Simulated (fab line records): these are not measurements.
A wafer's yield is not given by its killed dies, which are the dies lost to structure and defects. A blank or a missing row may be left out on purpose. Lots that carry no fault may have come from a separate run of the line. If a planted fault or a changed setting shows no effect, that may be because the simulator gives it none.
Chamber matching || flow nandHarc || NHARC_THIN_TSV_DEP_43 on pecvd-02: 3 sister chambers
The step deposits SiO2, target thk 1328.5 nm. 6 wafers are shown with their chamber, then 10 later ones without.

== WAFERS WITH THEIR CHAMBER ==
{"wafer": "L085.4", "chamber": 2, "throttleValvePct (%)": 16.5, "chamberPressureTorr (Torr)": 6.512}
{"wafer": "L087.2", "chamber": 1, "throttleValvePct (%)": 16.0, "chamberPressureTorr (Torr)": 6.493}
{"wafer": "L087.5", "chamber": 2, "throttleValvePct (%)": 16.3, "chamberPressureTorr (Torr)": 6.493}
{"wafer": "L087.6", "chamber": 1, "throttleValvePct (%)": 16.1, "chamberPressureTorr (Torr)": 6.504}
{"wafer": "L088.1", "chamber": 0, "throttleValvePct (%)": 16.2, "chamberPressureTorr (Torr)": 6.504}
{"wafer": "L088.4", "chamber": 0, "throttleValvePct (%)": 16.2, "chamberPressureTorr (Torr)": 6.486}

== WAFERS WHOSE CHAMBER IS MISSING ==
{"wafer": "L088.5", "throttleValvePct (%)": 16.0, "chamberPressureTorr (Torr)": 6.484}
{"wafer": "L092.1", "throttleValvePct (%)": 16.3, "chamberPressureTorr (Torr)": 6.498}
{"wafer": "L092.3", "throttleValvePct (%)": 15.6, "chamberPressureTorr (Torr)": 6.534}
{"wafer": "L092.5", "throttleValvePct (%)": 15.8, "chamberPressureTorr (Torr)": 6.518}
{"wafer": "L093.1", "throttleValvePct (%)": 16.1, "chamberPressureTorr (Torr)": 6.500}
{"wafer": "L093.2", "throttleValvePct (%)": 15.7, "chamberPressureTorr (Torr)": 6.489}
{"wafer": "L093.6", "throttleValvePct (%)": 15.6, "chamberPressureTorr (Torr)": 6.499}
{"wafer": "L095.1", "throttleValvePct (%)": 16.0, "chamberPressureTorr (Torr)": 6.498}
{"wafer": "L095.4", "throttleValvePct (%)": 15.9, "chamberPressureTorr (Torr)": 6.482}
{"wafer": "L095.5", "throttleValvePct (%)": 16.0, "chamberPressureTorr (Torr)": 6.484}

== THE CHAMBER EACH PASSED THROUGH ==
{"wafer": "L088.5", "from the rows above": "can't be placed: 1 or 0", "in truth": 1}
{"wafer": "L092.1", "from the rows above": "can't be placed: 0 or 2 or 1", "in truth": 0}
{"wafer": "L092.3", "from the rows above": "can't be placed: 1 or 0", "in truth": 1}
{"wafer": "L092.5", "from the rows above": "can't be placed: 1 or 0", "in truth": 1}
{"wafer": "L093.1", "from the rows above": "can't be placed: 1 or 0", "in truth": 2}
{"wafer": "L093.2", "from the rows above": "can't be placed: 1 or 0", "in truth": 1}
{"wafer": "L093.6", "from the rows above": "can't be placed: 1 or 0", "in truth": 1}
{"wafer": "L095.1", "from the rows above": "can't be placed: 1 or 0", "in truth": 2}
{"wafer": "L095.4", "from the rows above": "can't be placed: 1 or 0", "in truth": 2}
{"wafer": "L095.5", "from the rows above": "can't be placed: 1 or 0", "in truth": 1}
Correctly placed: 0 of 10. Unplaceable from these rows: 10, with the true chamber sitting among the candidates in 7. 0 placed wrongly.
How it was worked out, from the rows above alone: a wafer's distance from a chamber is the root of the sum, over the readings, of the square of ((its reading less the chamber's mean) divided by the reading's scatter). If the next closest chamber is less than 2 further off than the closest, the wafer can't be placed; otherwise it belongs to the closest. A chamber's mean is the mean of its shown wafers. The scatter: take each reading less its chamber's mean, square it, sum over the shown wafers, divide by the number of wafers less the number of chambers, and take the root.
